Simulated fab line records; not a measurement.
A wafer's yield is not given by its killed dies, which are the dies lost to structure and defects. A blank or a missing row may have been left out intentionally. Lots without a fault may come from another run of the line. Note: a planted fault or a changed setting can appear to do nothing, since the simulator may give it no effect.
fab line records	flow nand_harc
record lots=11	wafers=33	last_day=33
route steps=1302 shown A_STAIRCASE@713 END@1302
lots that met no fault: from a run of the same line without faults
start_h: the number of hours between the record's first day and the start of the first shown wafer of the lot	wait_h: how many hours have passed since the lot's step before this one	" repeats the value in the row above	L1.1+2: one row covering several wafers at once	- value missing, or start not given	* or withheld: withheld	< > ~ a bound
route shown NAME@n: NAME is a module with steps in the file, n the number in the route of the first one	usual: mean and standard deviation over wafers with no fault	same: alike in all rows	chamber/n: place in a boat	sites: the reading at each site	_std_site: the values' standard deviation	_edge_site: the outer-site mean with the inner-site mean subtracted	radius_mm: how far each site lies from the wafer's centre	mask NAME#n: copy n	behind: the tool/chamber that last shaped the wafer	hold: what put the lot on hold/how long, in hours/how the hold closed	device: the transistor (n, p or np) that didn't switch	end of line: tests run on the same wafers once the route is complete	where a step has no rows: the recipe by itself	killed: at the first sort, the dies lost to defects and structure; wafer yield is something else	map: a wafer's dies, x killed, . not, _ none there
set.NAME: the setting as run; set.NAME@STEP: as run at that earlier step	model.NAME: the simulator's own value behind a step, which no gauge read
one table for each step of the route and one row for each wafer, over a sample of lots
services: from which hour (start_h, from the record's first day; less than 0 if before it) a tool's chamber was out of use, for how many hours, and why
## steps
# step NHARC_A_STAIRCASE_ETCH_199
# recipe target_depth_a=1000	time_s=40.5	ion_energy_ev=400	c4f8_flow_sccm=20	o2_flow_sccm=10	ar_flow_sccm=withheld	rf_w=600	bias_w=1000	chemistry=C4F8/O2
# usual bias_w=1000/3.4	chamber_pressure_mTorr=25.000/0.022	oes_product_au=0.944/0.012	rf_vpp_V=897/6
lot.wafer	tool	chamber	start_h	wait_h	bias_w	chamber_pressure_mTorr	oes_product_au	rf_hours_counter_h	rf_vpp_V
L578.2	rie_diel-02	1	-	-	997	24.988	0.938	43	905
L578.3	"	2	"	"	1001	25.029	0.945	51	901
L578.5	"	2	"	"	1000	24.980	0.935	-	899
L577.2	rie_diel-11	0	-	-	991	25.014	0.947	26	904
L577.4	"	1	"	"	1000	25.018	0.949	27	898
L577.6	"	0	"	"	995	25.033	0.955	-	904
L579.1	rie_diel-02	2	-	-	1003	24.936	0.935	60	901
L579.3	"	0	"	"	1006	25.041	0.920	51	890
L579.4	"	1	"	"	1006	25.022	0.953	52	903
L582.3	rie_diel-02	0	-	-	1005	24.994	0.920	10	890
L582.2	"	1	"	"	1003	25.013	0.940	9	904
L582.1	"	2	"	"	1004	25.004	0.931	11	899
L584.2	rie_diel-02	2	-	-	996	25.028	0.934	18	900
L584.4	"	3	"	"	1005	24.978	0.943	20	896
L584.6	"	2	"	"	996	24.983	0.941	-	899
L591.4	rie_diel-02	0	-	-	1000	25.012	0.935	40	889
L591.2	"	2	"	"	1000	25.020	0.932	41	899
L591.6	"	3	"	"	1002	24.988	0.959	-	896
L593.2	rie_diel-11	2	-	-	996	25.023	0.943	25	906
L593.5	"	1	"	"	1001	24.972	0.945	-	899
L593.6	"	2	"	"	1001	24.969	0.949	-	906
L594.3	rie_diel-02	3	-	-	994	24.982	0.958	49	895
L594.1	"	1	"	"	997	24.977	0.938	51	903
L594.5	"	2	"	"	1001	24.970	0.938	-	900
L595.3	rie_diel-11	1	-	-	1000	24.994	0.948	30	897
L595.4	"	2	"	"	1002	24.984	0.952	27	906
L595.5	"	1	"	"	1002	24.995	0.950	-	899
L597.1	rie_diel-10	2	-	-	996	25.006	0.952	47	905
L597.2	"	1	"	"	1000	25.030	0.953	46	889
L597.6	"	0	"	"	1001	25.024	0.945	-	899
L598.2	rie_diel-10	1	-	-	999	24.953	0.945	55	890
L598.5	"	2	"	"	1003	24.990	0.948	-	905
L598.6	"	3	"	"	999	25.022	0.939	-	901
# step NHARC_A_STAIRCASE_TRIM_202
# recipe time_s=211.2	o2_flow_sccm=500	ar_flow_sccm=0	bias_w=0	chemistry=O2
# usual drypump_motor_current_A=5.8/0.52	oes_product_au=1.000/0.011	rf_vpp_V=57.8/0.9	showerhead_plenum_p_Torr=3.56/0.17	throttle_valve_pct=17.037/0.0088
lot.wafer	tool	chamber	start_h	wait_h	drypump_motor_current_A	oes_product_au	rf_hours_counter_h	rf_vpp_V	showerhead_plenum_p_Torr	throttle_valve_pct
L578.2	rie_diel-02	3	-	-	5.3	1.013	52	58.2	3.51	17.046
L578.3	"	0	"	"	6.0	0.990	45	56.9	3.34	17.031
L578.5	"	3	"	"	5.3	1.015	-	57.6	3.51	17.051
L577.2	rie_diel-11	0	-	-	5.4	0.996	26	58.1	3.74	17.027
L577.4	"	3	"	"	6.3	0.990	29	57.1	3.37	17.031
L577.6	"	0	"	"	5.4	1.002	-	57.9	3.74	17.016
L579.4	rie_diel-02	1	-	-	5.4	0.995	52	57.9	3.74	17.039
L579.1	"	2	"	"	6.3	0.991	60	57.1	3.64	17.049
L579.3	"	3	"	"	5.3	1.004	58	58.0	3.51	17.037
L582.3	rie_diel-02	3	-	-	5.3	1.003	12	57.5	3.50	17.036
L582.1	"	0	"	"	6.0	0.990	10	59.1	3.33	17.040
L582.2	"	1	"	"	5.3	0.994	9	58.3	3.73	17.047
L584.2	rie_diel-02	3	-	-	5.3	1.004	20	57.9	3.50	17.042
L584.4	"	2	"	"	6.2	0.997	18	59.2	3.63	17.032
L584.6	"	0	"	"	6.0	0.985	-	57.9	3.32	17.028
L591.2	rie_diel-02	1	-	-	5.3	0.994	41	57.4	3.71	17.048
L591.4	"	3	"	"	5.3	1.008	39	56.0	3.49	17.039
L591.6	"	1	"	"	5.3	1.016	-	58.0	3.71	17.030
L593.2	rie_diel-11	0	-	-	5.4	1.006	22	59.0	3.71	17.033
L593.5	"	3	"	"	6.3	1.009	-	57.2	3.34	17.053
L593.6	"	0	"	"	5.4	1.012	-	58.0	3.71	17.048
L594.3	rie_diel-02	0	-	-	6.0	0.965	49	56.1	3.31	17.047
L594.1	"	1	"	"	5.3	0.989	51	57.2	3.71	17.053
L594.5	"	3	"	"	5.3	0.990	-	57.1	3.48	17.041
L595.3	rie_diel-11	1	-	-	5.4	1.006	30	57.5	3.59	17.024
L595.4	"	2	"	"	6.1	1.010	28	59.1	3.79	17.035
L595.5	"	1	"	"	5.4	1.005	-	58.6	3.59	17.030
L597.2	rie_diel-10	2	-	-	5.1	1.008	48	57.7	3.78	17.038
L597.1	"	1	"	"	6.5	1.015	46	56.7	3.36	17.043
L597.6	"	2	"	"	5.2	1.007	-	60.4	3.78	17.022
L598.2	rie_diel-10	0	-	-	5.5	0.999	55	57.6	3.61	17.047
L598.5	"	2	"	"	5.1	1.014	-	59.7	3.77	17.040
L598.6	"	3	"	"	6.8	1.002	-	58.6	3.63	17.040
# step NHARC_A_STAIRCASE_TRIM_229
# recipe time_s=211.2	o2_flow_sccm=500	ar_flow_sccm=0	bias_w=0	chemistry=O2
# usual drypump_motor_current_A=5.8/0.46	oes_product_au=1.000/0.0085	rf_vpp_V=57.7/0.89	showerhead_plenum_p_Torr=3.56/0.17	throttle_valve_pct=17.037/0.0096
lot.wafer	tool	chamber	start_h	wait_h	drypump_motor_current_A	oes_product_au	rf_hours_counter_h	rf_vpp_V	showerhead_plenum_p_Torr	throttle_valve_pct
L578.3	rie_diel-11	1	370.54	0.1	5.4	0.997	28	57.2	3.62	17.028
L578.2	"	2	"	"	6.1	1.012	31	57.2	3.28	17.034
L578.5	"	1	"	"	5.4	1.007	-	58.2	3.62	17.047
L577.4	rie_diel-02	1	370.77	0.1	5.3	0.998	46	58.5	3.74	17.039
L577.2	"	2	"	"	6.3	0.978	54	58.5	3.65	17.034
L577.6	"	0	"	"	6.0	0.984	-	58.2	3.34	17.039
L579.4	rie_diel-02	1	390.36	0.1	5.3	0.988	53	59.4	3.74	17.023
L579.3	"	2	"	"	6.2	1.000	61	58.2	3.64	17.038
L579.1	"	0	"	"	6.0	0.986	52	57.8	3.33	17.036
L582.1	rie_diel-02	3	432.52	0.1	5.3	1.010	12	58.3	3.50	17.045
L582.3	"	0	"	"	6.0	0.968	10	56.8	3.33	17.044
L582.2	"	2	"	"	6.3	0.995	11	57.5	3.64	17.024
L584.4	rie_diel-11	2	450.91	0.1	6.1	1.002	2	57.9	3.81	17.035
L584.2	"	3	"	"	6.2	1.010	2	57.7	3.35	17.044
L584.6	"	0	"	"	5.3	0.992	-	59.2	3.72	17.047
L591.2	rie_diel-11	2	520.14	0.1	6.0	1.000	19	57.9	3.80	17.057
L591.4	"	3	"	"	6.2	1.002	18	56.5	3.34	17.040
L591.6	"	1	"	"	5.4	1.006	-	57.6	3.59	17.030
L593.2	rie_diel-11	3	532.26	0.1	6.3	1.004	25	58.2	3.34	17.031
L593.6	"	1	"	"	5.4	1.006	-	58.9	3.59	17.050
L593.5	"	3	"	"	6.2	1.011	-	56.9	3.34	17.035
L594.1	rie_diel-10	1	541.22	0.1	6.5	1.004	39	57.4	3.37	17.038
L594.3	"	2	"	"	5.1	1.008	40	58.0	3.78	17.034
L594.5	"	0	"	"	5.5	0.994	-	58.8	3.62	17.032
L595.3	rie_diel-11	0	551.86	0.1	5.4	0.999	31	57.9	3.71	17.039
L595.4	"	1	"	"	5.4	0.998	31	58.8	3.59	17.026
L595.5	"	0	"	"	5.3	0.997	-	57.7	3.71	17.048
L597.2	rie_diel-11	3	568.71	0.1	6.3	1.014	36	57.6	3.33	17.038
L597.1	"	0	"	"	5.4	0.992	36	56.7	3.70	17.047
L597.6	"	0	"	"	5.4	0.997	-	57.3	3.71	17.043
L598.2	rie_diel-02	3	584.73	0.1	5.3	0.997	1	57.3	3.48	17.028
L598.6	"	0	"	"	6.0	0.990	-	56.5	3.30	17.022
L598.5	"	1	"	"	5.3	1.000	-	58.7	3.70	17.046
# step NHARC_A_STAIRCASE_ETCH_230
# recipe target_depth_a=1000	time_s=40.5	ion_energy_ev=400	c4f8_flow_sccm=20	o2_flow_sccm=10	ar_flow_sccm=withheld	rf_w=600	bias_w=1000	chemistry=C4F8/O2
# usual bias_w=1000/3.2	chamber_pressure_mTorr=25.000/0.024	oes_product_au=0.950/0.02	rf_vpp_V=898/6
lot.wafer	tool	chamber	start_h	wait_h	bias_w	chamber_pressure_mTorr	oes_product_au	rf_hours_counter_h	rf_vpp_V
L578.3	rie_diel-11	0	370.74	-	1000	24.977	0.928	28	903
L578.2	"	3	"	"	997	24.996	0.915	30	891
L578.5	"	0	"	"	995	24.994	0.934	-	904
L577.4	rie_diel-02	0	370.93	-	1001	25.012	0.922	47	890
L577.2	"	1	"	"	999	25.054	0.947	46	903
L577.6	"	3	"	"	999	24.993	0.950	-	895
L579.3	rie_diel-02	2	390.56	-	1003	24.986	0.942	61	900
L579.4	"	3	"	"	999	25.024	0.973	59	896
L579.1	"	1	"	"	994	24.991	0.948	53	904
L582.1	rie_diel-02	0	432.72	-	-	-	-	-	-
L582.3	"	1	"	"	-	-	-	-	-
L582.2	"	3	"	"	-	-	-	-	-
L584.2	rie_diel-11	1	451.06	-	-	-	-	-	-
L584.4	"	2	"	"	-	-	-	-	-
L584.6	"	1	"	"	-	-	-	-	-
L591.4	rie_diel-11	0	520.29	-	1003	25.031	0.945	18	902
L591.2	"	3	"	"	997	24.996	0.938	18	888
L591.6	"	1	"	"	1003	24.981	0.934	-	899
L593.2	rie_diel-11	0	532.44	-	999	25.000	0.970	24	902
L593.5	"	0	"	"	1001	24.999	0.957	-	904
L593.6	"	3	"	"	996	25.031	0.961	-	889
L594.3	rie_diel-10	3	541.40	-	1001	25.001	0.958	36	900
L594.1	"	1	"	"	999	24.983	0.949	39	890
L594.5	"	3	"	"	1000	25.009	0.956	-	900
L595.4	rie_diel-11	1	552.04	-	1002	25.009	0.953	31	899
L595.3	"	3	"	"	1004	25.041	0.945	33	889
L595.5	"	0	"	"	1004	25.003	0.933	-	903
L597.1	rie_diel-11	3	568.92	-	999	24.971	0.937	36	889
L597.2	"	0	"	"	992	24.983	0.926	36	901
L597.6	"	2	"	"	997	25.006	0.930	-	904
L598.2	rie_diel-02	0	584.86	-	1000	25.015	0.933	1	888
L598.6	"	0	"	"	1004	25.038	0.926	-	888
L598.5	"	1	"	"	1005	24.988	0.929	-	903
# step NHARC_END_SORT_01
# recipe temp_c=25
# usual killed_at_array=55/12	killed_at_other=1.0/1.2	killed_at_periphery=3.9/2.6	killed_dies=60/12	killed_open=3.3/1.9	killed_short=2.5/1.8
# same gross_dies=677
lot.wafer	tool	chamber	start_h	wait_h	hold	killed_at_array	killed_at_other	killed_at_periphery	killed_dies	killed_open	killed_short
L579.1	prober-02	0	586.51	2.5	-	68	3	4	75	3	2
L579.3	prober-02	0	588.11	3.1	-	75	4	3	82	1	1
L579.4	prober-02	0	588.90	3.4	-	71	2	3	76	2	2
L582.1	prober-02	0	640.49	2.5	await_dispo/1.6h/scrap	672	0	5	677	3	1
L582.2	prober-02	0	641.29	2.8	await_dispo/1.6h/scrap	668	3	6	677	2	2
L582.3	prober-02	0	642.08	3.1	await_dispo/1.6h/scrap	666	4	7	677	4	3
L584.2	prober-01	0	649.63	2.8	await_dispo/11.1h/scrap	674	2	1	677	2	1
L584.4	prober-01	0	651.21	3.4	await_dispo/11.1h/scrap	670	4	3	677	4	2
L584.6	prober-01	0	652.79	4.0	await_dispo/11.1h/scrap	672	1	4	677	6	1
L591.2	prober-01	0	724.87	2.8	-	66	6	3	75	4	4
L591.4	prober-01	0	726.45	3.4	-	66	3	1	70	0	2
L591.6	prober-01	0	728.03	4.0	-	64	4	1	69	2	4
L593.2	prober-01	0	732.65	2.8	-	52	0	3	55	5	0
L593.5	prober-01	0	735.07	3.7	-	58	1	4	63	4	1
L593.6	prober-01	0	735.88	4.0	-	52	0	8	60	4	0
L595.3	prober-02	0	746.71	3.1	-	38	0	0	38	3	2
L595.4	prober-02	0	747.53	3.5	-	38	0	6	44	3	6
L595.5	prober-02	0	748.35	3.8	-	43	0	1	44	6	6
# killed by level:class
L579.1 A_SLIT:chamber_film_flake=24 A_CHANNEL_HOLE_D1:chamber_film_flake=17 A_CHANNEL_HOLE_D2:chamber_film_flake=15 A_STAIRCASE:chamber_film_flake=4 THIN_TSV:chamber_film_flake=3 P_GATE:chamber_film_flake=2 A_WL_FILL:chamber_film_flake=2 A_CONTACT:chamber_film_flake=2
L579.3 A_SLIT:chamber_film_flake=29 A_CHANNEL_HOLE_D2:chamber_film_flake=22 A_CHANNEL_HOLE_D1:chamber_film_flake=20 THIN_TSV:chamber_film_flake=4 P_M0:geometric_particle:short=1 A_SOURCE_PLATE:geometric_particle:open=1 P_GATE:chamber_film_flake=1 P_BONDPAD:chamber_film_flake=1
L579.4 A_SLIT:chamber_film_flake=27 A_CHANNEL_HOLE_D2:chamber_film_flake=22 A_CHANNEL_HOLE_D1:chamber_film_flake=15 A_STAIRCASE:chamber_film_flake=2 A_WL_FILL:chamber_film_flake=2 THIN_TSV:chamber_film_flake=2 P_GATE:geometric_particle:short=1 P_CONTACT:geometric_particle:open=1
L582.1 A_STAIRCASE:area_etch=625 A_CHANNEL_HOLE_D2:chamber_film_flake=28 A_CONTACT:chamber_film_flake=6 A_DECK1_JOINT:chamber_film_flake=4 A_CHANNEL_HOLE_D1:chamber_film_flake=3 P_BONDPAD:chamber_film_flake=2 P_M0:geometric_particle:open=1 A_ONON_D2:geometric_particle:open=1
L582.2 A_STAIRCASE:area_etch=622 A_CHANNEL_HOLE_D2:chamber_film_flake=25 A_CONTACT:chamber_film_flake=6 A_CHANNEL_HOLE_D1:chamber_film_flake=5 THIN_TSV:chamber_film_flake=3 P_STI:chamber_film_flake=2 P_GATE:chamber_film_flake=2 A_STAIRCASE:chamber_film_flake=2
L582.3 A_STAIRCASE:area_etch=615 A_CHANNEL_HOLE_D2:chamber_film_flake=34 A_CHANNEL_HOLE_D1:chamber_film_flake=4 THIN_TSV:chamber_film_flake=4 P_BONDPAD:chamber_film_flake=3 A_CONTACT:chamber_film_flake=3 A_WL_FILL:geometric_particle:short=2 P_GATE:chamber_film_flake=2
L584.2 A_STAIRCASE:area_etch=616 A_CHANNEL_HOLE_D1:chamber_film_flake=25 A_CHANNEL_HOLE_D2:chamber_film_flake=22 A_CONTACT:chamber_film_flake=3 A_DECK1_JOINT:chamber_film_flake=2 A_CHANNEL_FILL_D2:chamber_film_flake=2 A_STAIRCASE:chamber_film_flake=2 THIN_TSV:chamber_film_flake=2
L584.4 A_STAIRCASE:area_etch=619 A_CHANNEL_HOLE_D1:chamber_film_flake=25 A_CHANNEL_HOLE_D2:chamber_film_flake=11 A_STAIRCASE:chamber_film_flake=4 THIN_TSV:chamber_film_flake=4 A_CHANNEL_FILL_D1:geometric_particle:open=2 A_DECK1_JOINT:chamber_film_flake=2 A_WL_FILL:chamber_film_flake=2
L584.6 A_STAIRCASE:area_etch=614 A_CHANNEL_HOLE_D1:chamber_film_flake=29 A_CHANNEL_HOLE_D2:chamber_film_flake=20 A_CONTACT:chamber_film_flake=4 P_GATE:geometric_particle:open=2 A_ONON_D2:geometric_particle:open=2 P_GATE:geometric_particle:short=1 P_M1:geometric_particle:open=1
L591.2 A_SLIT:chamber_film_flake=30 A_CHANNEL_HOLE_D1:chamber_film_flake=24 THIN_TSV:chamber_film_flake=6 A_WL_FILL:chamber_film_flake=3 A_CONTACT:chamber_film_flake=2 P_ZERO_WELL:geometric_particle:short=1 P_M0:geometric_particle:open=1 A_ONON_D1:geometric_particle:short=1
L591.4 A_SLIT:chamber_film_flake=32 A_CHANNEL_HOLE_D1:chamber_film_flake=30 THIN_TSV:chamber_film_flake=3 A_SOURCE_PLATE:geometric_particle:short=1 A_DECK1_JOINT:geometric_particle:short=1 P_GATE:chamber_film_flake=1 A_DECK1_JOINT:chamber_film_flake=1 A_WL_FILL:chamber_film_flake=1
L591.6 A_SLIT:chamber_film_flake=28 A_CHANNEL_HOLE_D1:chamber_film_flake=24 THIN_TSV:chamber_film_flake=4 A_CONTACT:chamber_film_flake=3 A_ONON_D1:geometric_particle:short=2 A_STAIRCASE:chamber_film_flake=2 P_M0:geometric_particle:open=1 A_ONON_D2:geometric_particle:short=1
L593.2 A_SLIT:chamber_film_flake=30 A_CHANNEL_HOLE_D1:chamber_film_flake=11 P_STI:chamber_film_flake=3 A_CONTACT:chamber_film_flake=3 A_CHANNEL_FILL_D1:chamber_film_flake=2 A_ONON_D1:geometric_particle:open=1 A_CHANNEL_FILL_D1:geometric_particle:open=1 A_ONON_D2:geometric_particle:open=1
L593.5 A_SLIT:chamber_film_flake=35 A_CHANNEL_HOLE_D1:chamber_film_flake=10 A_STAIRCASE:chamber_film_flake=3 A_CONTACT:chamber_film_flake=3 A_M0:geometric_particle:open=2 P_GATE:chamber_film_flake=2 A_WL_FILL:chamber_film_flake=2 P_M2:geometric_particle:open=1
L593.6 A_SLIT:chamber_film_flake=33 A_CHANNEL_HOLE_D1:chamber_film_flake=11 A_CONTACT:chamber_film_flake=5 P_STI:chamber_film_flake=4 P_M0:geometric_particle:open=2 A_STAIRCASE:chamber_film_flake=2 P_CONTACT:geometric_particle:open=1 A_CHANNEL_HOLE_D2:geometric_particle:open=1
L595.3 A_CHANNEL_HOLE_D1:chamber_film_flake=10 A_CONTACT:chamber_film_flake=9 A_STAIRCASE:chamber_film_flake=4 A_SLIT:chamber_film_flake=4 A_ZERO_WELL:chamber_film_flake=2 A_WL_FILL:chamber_film_flake=2 A_CHANNEL_FILL_D1:geometric_particle:open=1 A_DECK1_JOINT:geometric_particle:open=1
L595.4 A_CHANNEL_HOLE_D1:chamber_film_flake=13 A_CONTACT:chamber_film_flake=10 A_SLIT:chamber_film_flake=4 P_GATE:geometric_particle:short=3 A_STAIRCASE:chamber_film_flake=3 A_DECK1_JOINT:chamber_film_flake=2 A_WL_FILL:chamber_film_flake=2 P_CONTACT:geometric_particle:open=1
L595.5 A_CONTACT:chamber_film_flake=10 A_CHANNEL_HOLE_D1:chamber_film_flake=7 A_SLIT:chamber_film_flake=6 A_CHANNEL_FILL_D2:geometric_particle:short=4 A_DECK1_JOINT:chamber_film_flake=3 A_STAIRCASE:chamber_film_flake=3 A_WL_FILL:geometric_particle:short=2 A_WL_FILL:geometric_particle:open=2
## services
tool	chamber	start_h	hours	kind
rie_diel-02	0	350.84	-	clean
rie_diel-02	1	350.84	-	clean
rie_diel-02	2	350.84	-	clean
rie_diel-02	3	350.84	-	clean
rie_diel-02	0	375.34	-	clean
rie_diel-02	1	375.34	-	clean
rie_diel-02	2	375.34	-	clean
rie_diel-02	3	375.34	-	clean
rie_diel-10	1	384.00	18.2	repair
rie_diel-02	-	394.10	9.0	pm
rie_diel-02	0	394.10	9.0	vent_cycle
rie_diel-02	1	394.10	9.0	vent_cycle
rie_diel-02	2	394.10	9.0	vent_cycle
rie_diel-02	3	394.10	9.0	vent_cycle
rie_diel-02	0	403.10	-	clean
rie_diel-02	0	403.10	-	consumable_replace:focus_ring
rie_diel-02	1	403.10	-	clean
rie_diel-02	2	403.10	-	clean
rie_diel-10	-	421.83	9.0	pm
rie_diel-11	-	434.43	9.0	pm
rie_diel-10	1	444.88	5.8	repair
rie_diel-11	2	494.38	2.8	repair
rie_diel-11	2	531.46	11.6	repair
rie_diel-10	3	562.48	11.0	repair
## key
first_sign step=NHARC_A_STAIRCASE_ETCH_230	reading=tool_record	direction=missing
effect step=NHARC_END_SORT_01	reading=killed_dies	direction=up	sigmas=52	usual=60	struck=677
more_kills_born_at NHARC_A_STAIRCASE_ETCH_230@rie_diel-02=1862	NHARC_A_STAIRCASE_ETCH_230@rie_diel-11=1849
met_at NHARC_A_STAIRCASE_ETCH_230
struck_lots L582,L584
later_rows_left_out L582.1,L582.2,L582.3,L584.2,L584.4,L584.6
tester_left_out L582,L584
not_acting_at NHARC_A_STAIRCASE_ETCH_199,NHARC_A_STAIRCASE_TRIM_202,NHARC_A_STAIRCASE_TRIM_229
onset_between 390.56 432.72
fault kind=skipped_step_whole	tool=rie_diel-02,rie_diel-11	chamber=-	onset_h=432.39	steps=NHARC_A_STAIRCASE_ETCH_230	scope=struck_lots_only
# tester_left_out: of these lots the tester's yield and bins aren't shown, on N5 and GAA mostly nor the transistor test; their killed dies are dies lost to structure and defects alone, not to doping, threshold or leakage, so they don't give the yield
# later_rows_left_out: the simulator's readings of these wafers behind a module that went badly wrong aren't trusted and aren't shown, but for the sort
